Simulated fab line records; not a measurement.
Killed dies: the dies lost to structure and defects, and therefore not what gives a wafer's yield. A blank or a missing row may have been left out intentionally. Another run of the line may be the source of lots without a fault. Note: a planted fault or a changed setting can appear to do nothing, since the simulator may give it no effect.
Split-lot experiment / flow n5 finfet / on a route of 1938 steps: 7 lots, 39 wafers read

## ABOUT THE SPLIT
At N5_HKMG_FIN_ETCH_55 (etches SOC in N2/H2, target depth 240 nm, time 300 s), the setting bias w was moved away from the recipe's 150 W on 12 of the 39 wafers read, by -14.1% to +11.5%. The other wafers ran this setting at the recipe's value.

The reading comes from the split's own step.

## THE READING
rf vpp V, in V, at N5_HKMG_FIN_ETCH_55 (etches SOC in N2/H2, target depth 240 nm, time 300 s). On this fab line, fault-free wafers typically give 524.0 V with a standard deviation of 2.5 V.

wafer=L074.1; tool, chamber at the split=rie diel-06, 1; bias w as run, W=150; against the recipe=recipe; rf vpp V, V=522.7; against lot-mates on the recipe=-
wafer=L074.2; tool, chamber at the split=rie diel-06, 2; bias w as run, W=128.8; against the recipe=-14.1%; rf vpp V, V=472.1; against lot-mates on the recipe=-52.9
wafer=L074.3; tool, chamber at the split=rie diel-06, 0; bias w as run, W=128.8; against the recipe=-14.1%; rf vpp V, V=479.2; against lot-mates on the recipe=-45.8
wafer=L074.4; tool, chamber at the split=rie diel-06, 3; bias w as run, W=150; against the recipe=recipe; rf vpp V, V=524.7; against lot-mates on the recipe=-
wafer=L074.5; tool, chamber at the split=rie diel-06, 1; bias w as run, W=128.8; against the recipe=-14.1%; rf vpp V, V=474.0; against lot-mates on the recipe=-51.0
wafer=L074.6; tool, chamber at the split=rie diel-06, 0; bias w as run, W=150; against the recipe=recipe; rf vpp V, V=527.7; against lot-mates on the recipe=-
wafer=L075.2; tool, chamber at the split=rie diel-02, 1; bias w as run, W=150; against the recipe=recipe; rf vpp V, V=525.3; against lot-mates on the recipe=-
wafer=L075.5; tool, chamber at the split=rie diel-02, 2; bias w as run, W=150; against the recipe=recipe; rf vpp V, V=527.8; against lot-mates on the recipe=-
wafer=L075.6; tool, chamber at the split=rie diel-02, 1; bias w as run, W=150; against the recipe=recipe; rf vpp V, V=528.0; against lot-mates on the recipe=-
wafer=L076.1; tool, chamber at the split=rie diel-05, 1; bias w as run, W=150; against the recipe=recipe; rf vpp V, V=522.6; against lot-mates on the recipe=-
wafer=L076.2; tool, chamber at the split=rie diel-05, 3; bias w as run, W=150; against the recipe=recipe; rf vpp V, V=522.9; against lot-mates on the recipe=-
wafer=L076.3; tool, chamber at the split=rie diel-05, 2; bias w as run, W=150; against the recipe=recipe; rf vpp V, V=523.5; against lot-mates on the recipe=-
wafer=L076.4; tool, chamber at the split=rie diel-05, 0; bias w as run, W=150; against the recipe=recipe; rf vpp V, V=521.0; against lot-mates on the recipe=-
wafer=L076.5; tool, chamber at the split=rie diel-05, 3; bias w as run, W=150; against the recipe=recipe; rf vpp V, V=523.5; against lot-mates on the recipe=-
wafer=L076.6; tool, chamber at the split=rie diel-05, 2; bias w as run, W=150; against the recipe=recipe; rf vpp V, V=523.5; against lot-mates on the recipe=-
wafer=L079.1; tool, chamber at the split=rie diel-05, 0; bias w as run, W=150; against the recipe=recipe; rf vpp V, V=520.4; against lot-mates on the recipe=-
wafer=L079.2; tool, chamber at the split=rie diel-05, 2; bias w as run, W=150; against the recipe=recipe; rf vpp V, V=525.3; against lot-mates on the recipe=-
wafer=L079.3; tool, chamber at the split=rie diel-05, 1; bias w as run, W=150; against the recipe=recipe; rf vpp V, V=522.9; against lot-mates on the recipe=-
wafer=L079.4; tool, chamber at the split=rie diel-05, 3; bias w as run, W=150; against the recipe=recipe; rf vpp V, V=523.3; against lot-mates on the recipe=-
wafer=L079.5; tool, chamber at the split=rie diel-05, 3; bias w as run, W=150; against the recipe=recipe; rf vpp V, V=523.2; against lot-mates on the recipe=-
wafer=L079.6; tool, chamber at the split=rie diel-05, 2; bias w as run, W=150; against the recipe=recipe; rf vpp V, V=524.5; against lot-mates on the recipe=-
wafer=L082.1; tool, chamber at the split=rie diel-05, 1; bias w as run, W=150; against the recipe=recipe; rf vpp V, V=522.1; against lot-mates on the recipe=-
wafer=L082.2; tool, chamber at the split=rie diel-05, 2; bias w as run, W=159.2; against the recipe=+6.1%; rf vpp V, V=545.3; against lot-mates on the recipe=+22.9
wafer=L082.3; tool, chamber at the split=rie diel-05, 0; bias w as run, W=159.2; against the recipe=+6.1%; rf vpp V, V=540.7; against lot-mates on the recipe=+18.3
wafer=L082.4; tool, chamber at the split=rie diel-05, 3; bias w as run, W=159.2; against the recipe=+6.1%; rf vpp V, V=542.5; against lot-mates on the recipe=+20.1
wafer=L082.5; tool, chamber at the split=rie diel-05, 0; bias w as run, W=150; against the recipe=recipe; rf vpp V, V=521.2; against lot-mates on the recipe=-
wafer=L082.6; tool, chamber at the split=rie diel-05, 3; bias w as run, W=150; against the recipe=recipe; rf vpp V, V=523.9; against lot-mates on the recipe=-
wafer=L083.1; tool, chamber at the split=rie diel-02, 1; bias w as run, W=165.7; against the recipe=+10.5%; rf vpp V, V=560.1; against lot-mates on the recipe=+33.6
wafer=L083.2; tool, chamber at the split=rie diel-02, 3; bias w as run, W=150; against the recipe=recipe; rf vpp V, V=523.6; against lot-mates on the recipe=-
wafer=L083.3; tool, chamber at the split=rie diel-02, 2; bias w as run, W=150; against the recipe=recipe; rf vpp V, V=527.3; against lot-mates on the recipe=-
wafer=L083.4; tool, chamber at the split=rie diel-02, 1; bias w as run, W=165.7; against the recipe=+10.5%; rf vpp V, V=560.0; against lot-mates on the recipe=+33.5
wafer=L083.5; tool, chamber at the split=rie diel-02, 2; bias w as run, W=150; against the recipe=recipe; rf vpp V, V=528.5; against lot-mates on the recipe=-
wafer=L083.6; tool, chamber at the split=rie diel-02, 3; bias w as run, W=165.7; against the recipe=+10.5%; rf vpp V, V=558.6; against lot-mates on the recipe=+32.1
wafer=L087.1; tool, chamber at the split=rie diel-05, 2; bias w as run, W=150; against the recipe=recipe; rf vpp V, V=525.1; against lot-mates on the recipe=-
wafer=L087.2; tool, chamber at the split=rie diel-05, 1; bias w as run, W=167.3; against the recipe=+11.5%; rf vpp V, V=560.1; against lot-mates on the recipe=+36.8
wafer=L087.3; tool, chamber at the split=rie diel-05, 0; bias w as run, W=167.3; against the recipe=+11.5%; rf vpp V, V=558.9; against lot-mates on the recipe=+35.6
wafer=L087.4; tool, chamber at the split=rie diel-05, 3; bias w as run, W=150; against the recipe=recipe; rf vpp V, V=524.8; against lot-mates on the recipe=-
wafer=L087.5; tool, chamber at the split=rie diel-05, 1; bias w as run, W=167.3; against the recipe=+11.5%; rf vpp V, V=559.5; against lot-mates on the recipe=+36.2
wafer=L087.6; tool, chamber at the split=rie diel-05, 0; bias w as run, W=150; against the recipe=recipe; rf vpp V, V=520.1; against lot-mates on the recipe=-

FIT RESULTS
A straight line over all 39 wafers: rf vpp V changes by +3.32 V for each +1% of bias w; r = +0.99; the points scatter about the line by 2.4 V.
The same after taking each lot's own level away (the mean of its wafers on the recipe; 39 wafers): +3.34 V for each +1%; r = +1.00; scatter 2 V.
That fit puts the effect of the largest move of bias w on the reading at 47 V.
Across the lots, their own levels run from 522.40 to 527.03 V, a range of 1.9 times the standard deviation given above.
The two slopes are in agreement: the lot-to-lot level therefore moves the slope only a little.
Check: -46.5 V against its lot-mates is what the line predicts for one of the wafers moved furthest among these (-14.1%) when that wafer is left out of the fit. Against them it came out at -52.9 V.
Tool readings at the split's step, against how far the setting was moved: rf vpp V r = +0.99.

## THESE WAFERS: OTHER SPLITS
Other splits were also applied to these wafers ahead of the reading. Each is held against what the fit with the lots' levels taken away leaves over:
other split on the same wafers=N5_FIN_SAQP_HM_DEP_72 target thk a; wafers away from the commonest value=12; r with rf vpp V (lot level and that fit taken away)=+0.10
other split on the same wafers=N5_DUMMY_GATE_ETCH_31 target depth a; wafers away from the commonest value=15; r with rf vpp V (lot level and that fit taken away)=-0.13
other split on the same wafers=N5_SD_EPI_P_EPI_21 pressure torr; wafers away from the commonest value=30; r with rf vpp V (lot level and that fit taken away)=-0.08

## THE WHOLE CHAIN: every reading that the file lists as answering this split, in the file's order
step=N5_HKMG_FIN_ETCH_55; what it does=etches SOC in N2/H2, target depth 240 nm, time 300 s; reading=rf vpp V; change (the file's fit)=+3.32 V for each +1% of the setting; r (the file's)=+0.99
step=N5_HKMG_FIN_ETCH_55; what it does=etches SOC in N2/H2, target depth 240 nm, time 300 s; reading=SiARC_of_HKMG_FIN_COAT_42.thk nm (the simulator's own value, which no gauge read); change (the file's fit)=-0.173 nm for each +1% of the setting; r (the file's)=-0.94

## FILE'S OWN FIT
rf vpp V changes by +3.32 V for each +1% of bias w, r = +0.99.
